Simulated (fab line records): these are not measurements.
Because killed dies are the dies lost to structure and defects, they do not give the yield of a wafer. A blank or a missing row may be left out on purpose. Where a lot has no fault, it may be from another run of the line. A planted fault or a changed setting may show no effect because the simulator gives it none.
Which tool is to blame? + flow nand-harc + 6 lots with 18 wafers sampled at 3 steps, on a route of 1159 steps

== WHAT THE GAUGES SHOWED, per wafer ==
NHARC_P_GATE_INSPECT_28.
| lot  | measured     | on                | raw-defect-count |
|------|--------------|-------------------|------------------|
| L689 | day 5 04:42  | defect-inspect-02 | 2 5 6            |
| L694 | day 6 14:48  | defect-inspect-01 | 8 2 3            |
| L696 | day 6 20:57  | defect-inspect-01 | 396 370 411      |
| L701 | day 8 10:31  | defect-inspect-02 | 403 437 382      |
| L706 | day 9 07:21  | defect-inspect-02 | 2 3 5            |
| L710 | day 10 10:13 | defect-inspect-01 | 6 8 5            |

== EACH LOT AND THE TOOL THAT RAN IT (in order: tool; ch and the chambers of the sampled wafers; start) ==
| lot  | NHARC_P_STI_STRIP_24               | NHARC_P_GATE_DEP_103           |
|------|------------------------------------|--------------------------------|
| L689 | wet-bench-04 ch 3,5,7, day 3 22:01 | pecvd-03 ch 0,1, day 5 03:53   |
| L694 | wet-bench-04 ch 3,4,5, day 5 03:47 | pecvd-03 ch 0,1,2, day 6 14:00 |
| L696 | wet-bench-04 ch 3,4,5, day 5 15:50 | pecvd-01 ch 0,2, day 6 19:59   |
| L701 | wet-bench-04 ch 2,3,7, day 6 22:59 | pecvd-03 ch 1,2, day 8 09:52   |
| L706 | wet-bench-07 ch 1,5,6, day 7 23:01 | pecvd-03 ch 0,1, day 9 06:40   |
| L710 | wet-bench-05 ch 3,4,5, day 9 00:47 | pecvd-01 ch 0,1, day 10 09:32  |
- NHARC_P_STI_STRIP_24: strips Si3N4 in H3PO4.
- NHARC_P_GATE_DEP_103: deposits SiON, target thk 30 nm.

== THE ANSWER, worked out from the rows above alone ==
Rule: the usual values come from the lots themselves. The widest of any qualifying gaps counts: lots, ordered by their means at a reading, are off when they make up no more than a third of the lots, leave a main group of 4 or more, and stand apart from it by 3 or more times the standard deviation of that group's means. If all means in a main group match to the digits the tables above print for the reading, that group is not used. A lot without any number at a reading at which 4 lots or more have one is off too. Any other lot the step has rows for is counted as sound.
Off at NHARC_P_GATE_INSPECT_28 (raw-defect-count): L696, L701. Mean 4.6 and standard deviation 1.1 in the main group.
A tool fits if, at a process step before that reading, it ran every lot that is off, and no sound lot after the first of them. The gauges at NHARC_P_GATE_INSPECT_28 are tried like those tools. One fits: wet-bench-04 at NHARC_P_STI_STRIP_24. Its last sound lot is L694 (day 5 03:47), its first lot that is off L696 (day 5 15:50): a fault that began between those two fits.

== WHAT THE SIMULATOR PUT IN ==
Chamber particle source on wet-bench-04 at NHARC_P_STI_STRIP_24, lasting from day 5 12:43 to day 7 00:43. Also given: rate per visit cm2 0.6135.
Shown lots that were struck: L696, L701. The rule given above showed the same thing.
